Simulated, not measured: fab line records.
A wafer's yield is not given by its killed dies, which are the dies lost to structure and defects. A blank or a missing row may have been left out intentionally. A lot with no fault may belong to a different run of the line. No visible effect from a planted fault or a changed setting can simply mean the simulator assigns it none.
fab line records -- flow n5_finfet
record: lots: 3, wafers: 9, last_day: 21
route steps=1938 shown BEOL_M4@1099 BEOL_M5@1112 BEOL_M6@1257 PASSIVATION@1936
lots with no fault: from the same line, run without faults
start_h: hours from the record's first day to the start of the lot's first wafer shown -- wait_h: how many hours have passed since the lot's step before this one -- " identical to the entry in the row above -- L1.1+2: a row that stands for several wafers -- - no value, or no start given -- * or withheld: withheld -- < > ~ a bound
route shown NAME@n: names a module that has steps shown in the file, with the first one's number in the route -- usual: average and standard deviation across the fault-free wafers -- same: alike in all rows -- chamber/n: place in a boat -- sites: per-site readings -- _std_site: how widely they spread, as a standard deviation -- _edge_site: inner sites' mean taken away from outer sites' mean -- radius_mm: for every site, how far away it sits from the centre of the wafer -- mask NAME#n: copy n -- behind: the tool/chamber that last shaped the wafer -- hold: why the lot was held/for how many hours/how that ended -- device: the transistor (n, p or np) that didn't switch -- end of line: the tests these same wafers got at the end of their route -- step lacking rows: just its recipe -- killed: not the wafer's yield, but the dies lost to structure and defects at the first sort -- map: shows each die of a wafer: x if killed, . if not, _ if none is there
set.NAME: the setting that was run; set.NAME@STEP: the one run at that earlier step -- model.NAME: the simulator's own value behind a step, which no gauge read
certain route steps with their lots: each step a table, each wafer a row
services: when a tool's chamber went out of use (start_h, in hours from the record's first day, below 0 if earlier), for how many hours, and the reason
== steps ==
step: N5_BEOL_M4_ANNEAL_95
recipe: temp_c: 400, time_s: 240, ambient: vacuum
step: N5_BEOL_M4_SPUTTER_96
recipe: material: Cu, target_thk_a: 45, temp_c: -20, chamber_pressure_pa: 0.07, power_w: withheld, time_s: 8.29
step: N5_BEOL_M4_ECD_50
recipe: material: Cu, target_thk_a: 3000
step: N5_BEOL_M4_ANNEAL_51
recipe: temp_c: 225, time_s: 90, ambient: N2
step: N5_BEOL_M4_CMP_52
recipe: stop_on: SiOC, t_overpolish_s: 6.8, down_force_psi: 1, platen_rpm: 50, clearing_platen_down_force_psi: 1.5, clearing_platen_rpm: 50, post_cmp_clean: cu_alkaline, target_thk_nm: 40, clearing_platen_pad_velocity_m_s: 0.99484, pad_velocity_m_s: 0.99484
step: N5_BEOL_M4_PRE_CLEAN_60
recipe: gas: NH3/H2, time_s: 15, temp_c: *, rf_power_w: 300
step: N5_BEOL_M4_CO_CAP_55
recipe: material: Co, target_thk_a: 20, temp_c: 200, precursor: CCTBA/H2, pressure_torr: 30, time_s: 102.1
step: N5_BEOL_M4_PRE_CLEAN_56
recipe: gas: NH3, time_s: 15, temp_c: withheld, rf_power_w: 300
step: N5_BEOL_M4_DEP_57
recipe: material: SiCN, target_thk_a: 80, temp_c: withheld, precursor: 3MS/NH3, pressure_torr: 3, rf_w: 202, time_s: 14
step: N5_BEOL_M4_RC_MEAS_101
usual: DIBL_N: 37.1/2.6, DIBL_P: 38/3, IOFF_N: 0.18/0.052, IOFF_P: 0.25/0.06, ION_N: 678/15, ION_P: 467/8.6, SS_N: 71.7/0.73, SS_P: 73.7/0.89, VT_N: 249/4.3, VT_P: -248/3.8
lot.wafer,tool,chamber,start_h,wait_h,DIBL_N[mV/V],DIBL_P[mV/V],IOFF_N[nA/um],IOFF_P[nA/um],ION_N[uA/um],ION_P[uA/um],SS_N[mV/dec],SS_P[mV/dec],VT_N[mV],VT_P[mV]
L450.3,prober-02,0,327.20,0.3,38.7,40,0.19,0.30,681,474,71.1,74.3,249,-244
L450.5,prober-02,0,327.20,0.3,37.3,37,0.18,0.26,690,473,71.5,73.5,248,-243
L450.6,prober-02,0,327.20,0.3,40.8,43,0.24,0.39,687,477,72.3,74.8,243,-239
L456.3,prober-02,0,375.66,0.3,38.1,39,0.22,0.27,683,469,72.4,74.3,245,-249
L456.5,prober-02,0,375.66,0.3,37.7,40,0.22,0.29,690,468,72.2,74.0,245,-247
L456.6,prober-02,0,375.66,0.3,40.0,42,0.27,0.34,699,472,72.8,74.7,242,-242
L454.1,prober-01,0,402.57,0.0,39.9,41,0.24,0.31,703,485,71.7,75.0,244,-243
L454.4,prober-01,0,402.57,0.0,39.5,41,0.23,0.29,687,474,72.1,74.5,246,-246
L454.6,prober-01,0,402.57,0.0,39.4,39,0.21,0.24,687,469,71.5,74.3,248,-248
step: N5_BEOL_M5_ILD_DEP_00
recipe: material: SiCOH_lowk, target_thk_a: 1406.4, temp_c: 300, precursor: DEMS/porogen, pressure_torr: 5, rf_w: 500, time_s: 25.9
step: N5_BEOL_M5_CURE_79
recipe: temp_c: 385, time_s: 240, ambient: He/Ar, material: SiCOH_lowk
step: N5_BEOL_M5_PECVD_70
recipe: material: SiO2, target_thk_a: 160, temp_c: 400, precursor: TEOS/O2, pressure_torr: 5.5, rf_w: 450, teos_flow_sccm: 53.8, gas: O2, flow_sccm: 3000, time_s: 18
step: N5_BEOL_M5_HM_DEP_02
recipe: material: TiN, target_thk_a: 200, temp_c: 25, chamber_pressure_pa: 0.49996
step: N5_BEOL_M5_COAT_59
recipe: resist: SOC, temp_c: 250, time_s: 60, spin_rpm: 1500, resist_thk_nm: 60
step: N5_BEOL_M5_COAT_60
recipe: resist: SiARC, temp_c: 220, time_s: 60, spin_rpm: 1500, resist_thk_nm: 12
step: N5_BEOL_M5_COAT_71
recipe: resist: underlayer, temp_c: 205, time_s: 60, spin_rpm: 1500, resist_thk_nm: 5
step: N5_BEOL_M5_COAT_05
recipe: resist: CAR-EUV, spin_rpm: 1500, resist_thk_nm: 30
step: N5_BEOL_M5_EBR_07
recipe: solvent: PGMEA, ebr_width_mm: 1.5
step: N5_BEOL_M5_SOFTBAKE_06
recipe: temp_c: 110, time_s: 60, resist: CAR-EUV
step: N5_BEOL_M5_EXPOSE_08
recipe: mask_id: M5, na: 0.33, source_shape: annular, sigma_inner: 0.4, sigma_outer: 0.8, polarization: unpolarized, target_cd_nm: 28, dose_mj: 35.75
step: N5_BEOL_M5_PEB_09
recipe: peb_temp_c: 100, peb_time_s: 60, resist: CAR-EUV
step: N5_BEOL_M5_DEVELOP_10
recipe: develop_time_s: 30, developer: TMAH, resist: CAR-EUV, rinse_liquid: surfactant_rinse, dry: air_spin, dev_temp_c: 23
step: N5_BEOL_M5_DESCUM_16
recipe: chemistry: O2, time_s: 7, source_power_w: 50, bias_power_w: 20, pressure_mtorr: 20, rf_frequency_hz: 2.712e+07, temp_c: 40, resist: CAR-EUV, o2_flow_sccm: 225
step: N5_BEOL_M5_ETCH_72
recipe: chemistry: N2/H2, target: underlayer, target_depth_a: 65, mask_material: CAR-EUV, time_s: 5.2, ion_energy_ev: 200, pressure_mtorr: 30, source_w: 840, bias_w: 150, n2_flow_sccm: 200, h2_flow_sccm: 200, ends: cleared
step: N5_BEOL_M5_ETCH_61
recipe: chemistry: CF4, target: SiARC, target_depth_a: 156, mask_material: CAR-EUV, time_s: 26, ion_energy_ev: 80, pressure_mtorr: 40, source_w: 545, bias_w: 36, Ar_flow_sccm: 100, cf4_flow_sccm: 100, ends: cleared
step: N5_BEOL_M5_ETCH_62
recipe: chemistry: N2/H2, target: SOC, target_depth_a: 750, overetch_a: 150, mask_material: SiARC, temp_c: 40, time_s: 112.5, ion_energy_ev: 200, pressure_mtorr: 30, source_w: 840, bias_w: 150, n2_flow_sccm: 200, h2_flow_sccm: 200
step: N5_BEOL_M5_STRIP_63
recipe: chemistry: N2/H2, temp_c: 40, n2_flow_sccm: 200, h2_flow_sccm: 200, rf_frequency_hz: 6e+07
step: N5_BEOL_M5_STRIP_73
recipe: chemistry: N2/H2, temp_c: 40, n2_flow_sccm: 200, h2_flow_sccm: 200, rf_frequency_hz: 6e+07
step: N5_BEOL_M5_STRIP_64
recipe: chemistry: CF4, resist: SiARC, power_w: 300, bias_power_w: 75, pressure_mtorr: 50, cf4_flow_sccm: 150, rf_frequency_hz: 6e+07
step: N5_BEOL_M5_HM_OPEN_17
recipe: chemistry: Cl2/BCl3, target_depth_a: 200, overetch_a: 60, target: TiN, mask_material: SOC, ion_energy_ev: 150, pressure_mtorr: 10, icp_w: 1000, bias_w: 126, Cl2_flow_sccm: 53.25, bcl3_flow_sccm: 21.75, Ar_flow_sccm: 25
step: N5_BEOL_M5_STRIP_19
recipe: chemistry: O2, power_w: 400, temp_c: 40, pressure_mtorr: 30, rf_frequency_hz: 6e+07, bias_power_w: 0, overash_fraction: 0.2, o2_flow_sccm: 225
step: N5_BEOL_M5_COAT_65
recipe: resist: SOC, temp_c: 250, time_s: 60, spin_rpm: 1500, resist_thk_nm: 60
step: N5_BEOL_M5_COAT_66
recipe: resist: SiARC, temp_c: 220, time_s: 60, spin_rpm: 1500, resist_thk_nm: 12
step: N5_BEOL_M6_CMP_52
recipe: stop_on: SiCOH_lowk, t_overpolish_s: 6.9, down_force_psi: 1, platen_rpm: 50, clearing_platen_down_force_psi: 1.5, clearing_platen_rpm: 50, post_cmp_clean: cu_alkaline, target_thk_nm: 80, clearing_platen_pad_velocity_m_s: 0.99484, pad_velocity_m_s: 0.99484
usual: barrier_field_endpoint_s: 29.6/0.96, clearing_platen_down_force_psi: 1.5003/0.003, motor_current_A: 6.0/0.58, overpolish_run_s: 6.901/0.0091, platen_rpm: 50.00/0.032, time_to_endpoint_s: 65/4.6
lot.wafer,tool,chamber,start_h,wait_h,barrier_field_endpoint_s,clearing_platen_down_force_psi,motor_current_A,overpolish_run_s,platen_rpm,time_to_endpoint_s
L450.3,cmp-03,2,347.00,0.2,47.0,1.4994,5.4,0.042,50.02,80
L450.5,cmp-03,1,347.00,0.2,29.2,1.5029,5.6,6.887,50.01,66
L450.6,cmp-03,2,347.00,0.2,47.0,1.4978,4.9,0.040,50.03,82
L456.3,cmp-02,3,394.80,0.3,29.1,1.4999,6.5,6.899,49.98,62
L456.5,cmp-02,1,394.80,0.3,30.4,1.4970,6.9,6.885,50.05,64
L456.6,cmp-02,2,394.80,0.3,28.9,1.5006,6.5,6.902,49.98,61
L454.4,cmp-03,1,424.83,0.1,29.0,1.5003,5.2,6.893,50.00,66
L454.1,cmp-03,3,424.83,0.1,28.2,1.5012,6.2,6.899,50.04,67
L454.6,cmp-03,2,424.83,0.1,29.6,1.4958,5.2,6.896,50.08,70
step: N5_BEOL_M6_THK_MEAS_53
recipe: thk_meas_gauge: xrf, reads: Cu_of_BEOL_M6_ECD_50
usual: M6_THK: 81.5/2.2
lot.wafer,tool,chamber,start_h,wait_h,M6_THK[nm]
L450.3,film_metro-01,-,347.26,-,193.1
L450.5,film_metro-01,-,347.26,-,85.6
L450.6,film_metro-01,-,347.26,-,188.9
L456.3,film_metro-02,-,395.03,0.2,82.1
L456.5,film_metro-02,-,395.03,0.2,81.2
L456.6,film_metro-02,-,395.03,0.2,81.5
L454.1,film_metro-01,-,425.12,-,81.6
L454.4,film_metro-01,-,425.12,-,82.8
L454.6,film_metro-01,-,425.12,-,82.6
step: N5_BEOL_M6_INSPECT_58
recipe: inspect_instrument: darkfield, mode: post_dep
usual: raw_defect_count: 75/25
lot.wafer,tool,chamber,start_h,wait_h,raw_defect_count
L450.3,defect_inspect-02,-,347.41,0.0,1333
L450.5,defect_inspect-02,-,347.41,0.0,75
L450.6,defect_inspect-02,-,347.41,0.0,1349
L456.3,defect_inspect-01,-,395.19,0.0,65
L456.5,defect_inspect-01,-,395.19,0.0,56
L456.6,defect_inspect-01,-,395.19,0.0,51
L454.1,defect_inspect-02,-,425.28,0.0,65
L454.4,defect_inspect-02,-,425.28,0.0,64
L454.6,defect_inspect-02,-,425.28,0.0,95
step: N5_PASSIVATION_PROBE_49
usual: defect_limited_yield: 91.4/1.4, killed_at_M0_to_M3: 34/9.1, killed_at_M4_up: 14/5.2, killed_at_contacts: 12/6.4, killed_at_front_end: 38/11, killed_at_other: 3.7/2.8, killed_dies: 102/17, killed_on_rim: 14/3.9, killed_open: 68/13, killed_short: 32/7.8, sort_bin_5_function: 5.1/1, sort_bin_6_memory: 3.2/0.66, sort_n_pass: 1076/19, sort_yield_pct: 91.2/1.6
same: gross_dies: 1180, killed_at_back_side: 0, sort_bin_4_leakage[%]: 0, sort_bin_8_speed[%]: 0
lot.wafer,tool,chamber,start_h,wait_h,defect_limited_yield[%],killed_at_M0_to_M3,killed_at_M4_up,killed_at_contacts,killed_at_front_end,killed_at_other,killed_dies,killed_on_rim,killed_open,killed_short,sort_bin_5_function[%],sort_bin_6_memory[%],sort_n_pass,sort_yield_pct[%]
L450.3,prober-01,-,436.21,0.1,0,28,1095,8,42,7,1180,152,69,31,4.9,3.1,0,0
L450.5,prober-01,-,436.31,0.2,89.2,34,15,6,69,3,127,16,80,46,5.6,4.9,1053,89.2
L450.6,prober-01,-,436.36,0.3,0,30,1087,10,52,1,1180,152,74,30,4.7,3.9,0,0
L456.3,prober-01,-,477.25,0.1,90.8,40,18,17,30,4,109,15,81,24,6.1,3.1,1071,90.8
L456.5,prober-01,-,477.35,0.2,89.7,34,23,28,31,6,122,15,81,40,6.2,3.6,1058,89.7
L456.6,prober-01,-,477.40,0.3,91.6,33,15,11,33,7,99,16,68,26,5.7,2.3,1081,91.6
killed by level:class
L450.3 BEOL_M6:area_cmp=1080 FIN_SAQP:geometric_particle:open=17 MOL_CONTACT_COAG:geometric_particle:open=8 FIN_SAQP:geometric_particle:short=7 BEOL_M2:geometric_particle:open=7 BEOL_M3:geometric_particle:open=6 BEOL_M4:geometric_particle:open=6 BEOL_M0:geometric_particle:open=4
L450.5 FIN_SAQP:geometric_particle:open=19 FIN_SAQP:geometric_particle:short=13 STI_FIN_REVEAL:geometric_particle:open=10 BEOL_M3:geometric_particle:open=9 STARTING-WAFER:geometric_particle:short=6 BEOL_M0_SAQP:geometric_particle:open=5 MOL_CONTACT_COAG:geometric_particle:open=5 BEOL_M0_SAQP:geometric_particle:short=5
L450.6 BEOL_M6:area_cmp=1076 FIN_SAQP:geometric_particle:open=19 MOL_CONTACT_COAG:geometric_particle:open=10 BEOL_M3:geometric_particle:open=7 BEOL_M0:geometric_particle:open=6 FIN_SAQP:geometric_particle:short=5 DUMMY_GATE:geometric_particle:open=5 BEOL_M3:geometric_particle:short=5
L456.3 MOL_CONTACT_COAG:geometric_particle:open=14 STI_FIN_REVEAL:geometric_particle:open=10 BEOL_M1:geometric_particle:open=9 BEOL_M2:geometric_particle:open=9 BEOL_M4:geometric_particle:open=7 FIN_SAQP:geometric_particle:open=6 BEOL_M0_SAQP:geometric_particle:open=5 BEOL_M0_SAQP:geometric_particle:short=5
L456.5 MOL_CONTACT_COAG:geometric_particle:open=22 BEOL_M3:geometric_particle:open=11 BEOL_M0_SAQP:geometric_particle:short=7 BEOL_M0:geometric_particle:open=7 BEOL_M4:geometric_particle:open=7 STI_FIN_REVEAL:geometric_particle:open=6 MOL_CONTACT_COAG:geometric_particle:short=6 FIN_SAQP:geometric_particle:open=5
L456.6 FIN_SAQP:geometric_particle:open=12 MOL_CONTACT_COAG:geometric_particle:open=9 BEOL_M3:geometric_particle:open=9 BEOL_M0_SAQP:geometric_particle:open=8 STI_FIN_REVEAL:geometric_particle:open=7 BEOL_M0_SAQP:geometric_particle:short=5 BEOL_M1:geometric_particle:open=5 BEOL_M4:geometric_particle:open=5
map L450.3 (x killed, . not)
_________________xxxxxxxxxxxx________________
______________xxxxxxxxxxxxxxxxxx_____________
___________xxxxxxxxxxxxxxxxxxxxxxxx__________
__________xxxxxxxxxxxxxxxxxxxxxxxxxx_________
________xxxxxxxxxxxxxxxxxxxxxxxxxxxxxx_______
_______xxxxxxxxxxxxxxxxxxxxxxxxxxxxxxxx______
______xxxxxxxxxxxxxxxxxxxxxxxxxxxxxxxxxx_____
_____xxxxxxxxxxxxxxxxxxxxxxxxxxxxxxxxxxxx____
____xxxxxxxxxxxxxxxxxxxxxxxxxxxxxxxxxxxxxx___
___xxxxxxxxxxxxxxxxxxxxxxxxxxxxxxxxxxxxxxxx__
___xxxxxxxxxxxxxxxxxxxxxxxxxxxxxxxxxxxxxxxx__
__xxxxxxxxxxxxxxxxxxxxxxxxxxxxxxxxxxxxxxxxxx_
__xxxxxxxxxxxxxxxxxxxxxxxxxxxxxxxxxxxxxxxxxx_
_xxxxxxxxxxxxxxxxxxxxxxxxxxxxxxxxxxxxxxxxxxxx
_xxxxxxxxxxxxxxxxxxxxxxxxxxxxxxxxxxxxxxxxxxxx
_xxxxxxxxxxxxxxxxxxxxxxxxxxxxxxxxxxxxxxxxxxxx
_xxxxxxxxxxxxxxxxxxxxxxxxxxxxxxxxxxxxxxxxxxxx
_xxxxxxxxxxxxxxxxxxxxxxxxxxxxxxxxxxxxxxxxxxxx
_xxxxxxxxxxxxxxxxxxxxxxxxxxxxxxxxxxxxxxxxxxxx
_xxxxxxxxxxxxxxxxxxxxxxxxxxxxxxxxxxxxxxxxxxxx
_xxxxxxxxxxxxxxxxxxxxxxxxxxxxxxxxxxxxxxxxxxxx
__xxxxxxxxxxxxxxxxxxxxxxxxxxxxxxxxxxxxxxxxxx_
__xxxxxxxxxxxxxxxxxxxxxxxxxxxxxxxxxxxxxxxxxx_
___xxxxxxxxxxxxxxxxxxxxxxxxxxxxxxxxxxxxxxxx__
___xxxxxxxxxxxxxxxxxxxxxxxxxxxxxxxxxxxxxxxx__
____xxxxxxxxxxxxxxxxxxxxxxxxxxxxxxxxxxxxxx___
_____xxxxxxxxxxxxxxxxxxxxxxxxxxxxxxxxxxxx____
______xxxxxxxxxxxxxxxxxxxxxxxxxxxxxxxxxx_____
_______xxxxxxxxxxxxxxxxxxxxxxxxxxxxxxxx______
________xxxxxxxxxxxxxxxxxxxxxxxxxxxxxx_______
__________xxxxxxxxxxxxxxxxxxxxxxxxxx_________
___________xxxxxxxxxxxxxxxxxxxxxxxx__________
______________xxxxxxxxxxxxxxxxxx_____________
_________________xxxxxxxxxxxx________________
map L454.4 (x killed, . not)
_________________x.......x..x________________
______________.................._____________
___________................x......x__________
__________..........x.....x.x......._________
________......x..x...................._______
_______..........x..........x.........x______
______...................x.............._____
_____x........x..x...............x.......____
____......x......x........................___
___....x...........................x.x.....__
___..........................x.....x...x...__
__.........x.x.....x...........x.x.........._
__...x....x.......x....x...............x...._
_......xx.................x..............x...
_.........................x...............xx.
_...x..x..........x.x.......x................
_...............x....x...x...............x...
_.......x....x.............x...x.......xx..x.
_.....x................x......x....x...x.....
_...............xx.........x......x......x...
_.x.................x.................x......
__..............x.............x........x...._
__......x.x.x.........x....................._
___..............x......................x..__
___...........x.............x...x..........__
____..x.....x..........x......x.x.........___
_____..............x.xx.x..x.....x.......____
______...............xx................._____
_______x.............x.................______
________.xx..........xx.....x.x....x.x_______
__________...x......x...........x..._________
___________................x.......__________
______________.................._____________
_________________............________________
== services ==
tool,chamber,start_h,hours,kind
cmp-03,-,353.81,6.1,pm
cmp-02,-,424.48,1.6,repair
== key ==
first_sign: step: N5_BEOL_M6_CMP_52, reading: overpolish_run_s, direction: down, sigmas: 99+, usual: 6.901, struck: 0.041
effect: step: N5_BEOL_M6_CMP_52, reading: barrier_field_endpoint_s, direction: up, sigmas: 18, usual: 29.6, struck: 47.0
effect: step: N5_BEOL_M6_THK_MEAS_53, reading: M6_THK, direction: up, sigmas: 49, usual: 81.5, struck: 191.0
effect: step: N5_BEOL_M6_INSPECT_58, reading: raw_defect_count, direction: up, sigmas: 51, usual: 75, struck: 1341
effect: step: N5_PASSIVATION_PROBE_49, reading: killed_at_M4_up, direction: up, sigmas: 99+, usual: 14, struck: 1091
more_kills_born_at: N5_BEOL_M6_CMP_52@cmp-03: 2156
met_at N5_BEOL_M6_CMP_52
struck_wafers L450.3,L450.6
later_rows_left_out L450.3,L450.6
fault: kind: process_parameter_drift, tool: cmp-03, chamber: 2, onset_h: 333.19, steps: N5_BEOL_M6_CMP_52, channel: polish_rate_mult, offset: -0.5, shape: step, end_h: 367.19
later_rows_left_out: the simulator's readings of these wafers behind a module that went badly wrong aren't trusted and aren't shown, but for the sort
